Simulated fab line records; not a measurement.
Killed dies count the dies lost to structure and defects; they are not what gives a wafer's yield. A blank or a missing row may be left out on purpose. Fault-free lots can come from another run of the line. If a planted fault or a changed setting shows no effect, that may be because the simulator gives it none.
Struck lot and sound lot, side by side / flow n5 finfet / 15 out of 1938 route steps
Sound: wafers L425.1, L425.2, L425.4. Wafers L435.1, L435.3, L435.6 were the ones struck. At the end, the cause is stated.
For every step that has rows: the tool of each side, followed by ch and its chambers, followed by its first start. Under that, the readings that differ: sound wafers / struck wafers / difference of the means / sigmas: that difference in standard deviations of wafers without a fault.
alike: readings with means less than 2 such deviations apart, plus words and numbers identical on both sides. not compared: withheld readings, readings lacking a value on some wafer, bounds such as >300 that could conceal the same value, and numbers that have no deviation in the record and whose values overlap.
The two part at a step that has a row with sigmas, a row that says differs or no value, or rows on one side only. When numbers do not overlap yet have no deviation, they are printed without sigmas and do not part them. A reading missing from all wafers of one side parts the sides only when that side holds two or more wafers.

first, 2 steps without rows for these wafers: N5_BEOL_M0_SAQP_SRD_93 (time 30 s); N5_BEOL_M0_SAQP_RECESS_114 (chemistry HF/NH3, target SiO2, target depth 14.4 nm, afs cycles 3, sublimation time 60 s).
N5_BEOL_M0_SAQP_SPACER1_ALD_98: deposits SiO2, target thk 12.8 nm, pulse time 1 s, purge time 2 s.
  sound on ald sin-02 ch 0,1,3, day 5 20:24; struck on ald sin-01 ch 0,1,3, day 8 18:13
  alike: heater power w, precursor pulse height rel
  not compared: since wet clean h
then, 1 step without rows for these wafers: N5_BEOL_M0_SAQP_SPACER1_ETCHBACK_99 (etches SiO2 in CHF3/O2, target depth 15.4 nm, time 7.7 s).
N5_BEOL_M0_SAQP_MANDREL1_REMOVE_100: chemistry HBr/Cl2/O2, target a-Si, stops on SiNx, bt time 10 s.
  sound on rie si-01 ch 1,2,3, day 5 21:05; struck on rie si-05 ch 0,1,2, day 8 18:47
  alike: drypump motor current A, mfc cl2 sccm, oes product au, throttle valve pct
  not compared: rf hours counter h
N5_BEOL_M0_SAQP_CD_MEAS_25: the cd target is 13.1 nm.
  sound on cd sem-02 ch 0, day 5 21:12; struck on cd sem-03 ch 0, day 8 18:54
  alike: cd nm
N5_BEOL_M0_SAQP_ETCH_101: etches SiNx in CH3F/O2, target depth 29.9 nm, time 42.7 s.
  sound on rie diel-02 ch 0,1, day 5 21:21; struck on rie diel-06 ch 2,3, day 8 18:56
reading=drypump motor current A (A); sound=5.5 5.1 5.1; struck=6.5 6.5 6.6; difference=+1.3; sigmas=+3
  alike: CH3F_flow_sccm, bias w, oes_ar_750_au, oes product au, rf vpp V, showerhead plenum p Torr, throttle valve pct
  not compared: rf hours counter h
then, 1 step without rows for these wafers: N5_BEOL_M0_SAQP_ETCH_102 (etches SiO2 in CF4, target depth 4 nm, time 4.4 s).
N5_BEOL_M0_SAQP_MANDREL_ETCH_103: etches a-Si in HBr/Cl2, stops on SiCN, target depth 45 nm, bt time 10 s, time 27 s.
  sound on rie si-05 ch 1,2,3, day 5 21:32; struck on rie si-01 ch 0,1, day 8 19:04
reading=drypump motor current A (A); sound=5.5 5.3 5.6; struck=6.0 6.2 6.3; difference=+0.7; sigmas=+2
  alike: bias w, mfc cl2 sccm, oes product au, throttle valve pct
  not compared: rf hours counter h
then, 2 steps without rows for these wafers: N5_BEOL_M0_SAQP_RECESS_104 (chemistry HF/NH3, target SiO2, target depth 18 nm, afs cycles 3, sublimation time 60 s); N5_BEOL_M0_SAQP_COAT_105 (time 60 s, resist thk 100 nm).
N5_BEOL_M0_SAQP_ETCH_106: etches SOC in N2/H2, stops on SiNx, target depth 150 nm.
  sound on rie diel-05 ch 0,1,3, day 5 22:04; struck on rie diel-05 ch 0,1,2, day 8 19:36
  alike: bias w, drypump motor current A, oes product au, rf vpp V, showerhead plenum p Torr, throttle valve pct
  not compared: rf hours counter h
N5_BEOL_M0_SAQP_ETCH_107: etches SiNx in CH3F/O2, target depth 30 nm.
  sound on rie diel-05 ch 0,1,3, day 5 22:07; struck on rie diel-05 ch 0,1,2, day 8 19:40
reading=bias w (W); sound=72.49 73.31 73.27; struck=54.83 54.52 54.85; difference=-18.29; sigmas=-83
reading=rf vpp V (V); sound=299.1 293.0 293.6; struck=234.4 237.2 238.2; difference=-58.6; sigmas=-25
reading=model.BEOL_M0_SAQP.feature depth nm (nm); sound=29.6 29.6 29.6; struck=27 27.6 27.2; difference=-2; sigmas=
  alike: CH3F_flow_sccm, drypump motor current A, oes_ar_750_au, oes product au, showerhead plenum p Torr, throttle valve pct
  not compared: rf hours counter h
then, 1 step without rows for these wafers: N5_BEOL_M0_SAQP_STRIP_108 (strips in N2/H2).
N5_BEOL_M4_RC_MEAS_101:
  sound on prober-02 ch 0, day 8 03:44; struck on prober-02 ch 0, day 10 17:12
  alike: DIBL_N, DIBL_P, IOFF_N, IOFF_P, ION_N, ION_P, SS_N, SS_P, VT_N, VT_P

WHERE THEY PART
Earliest at N5_BEOL_M0_SAQP_ETCH_101; latest, in this record, at N5_BEOL_M0_SAQP_ETCH_107. Later steps at which nothing parts them and some readings are alike: N5_BEOL_M4_RC_MEAS_101.

WHY: what the simulator had put in
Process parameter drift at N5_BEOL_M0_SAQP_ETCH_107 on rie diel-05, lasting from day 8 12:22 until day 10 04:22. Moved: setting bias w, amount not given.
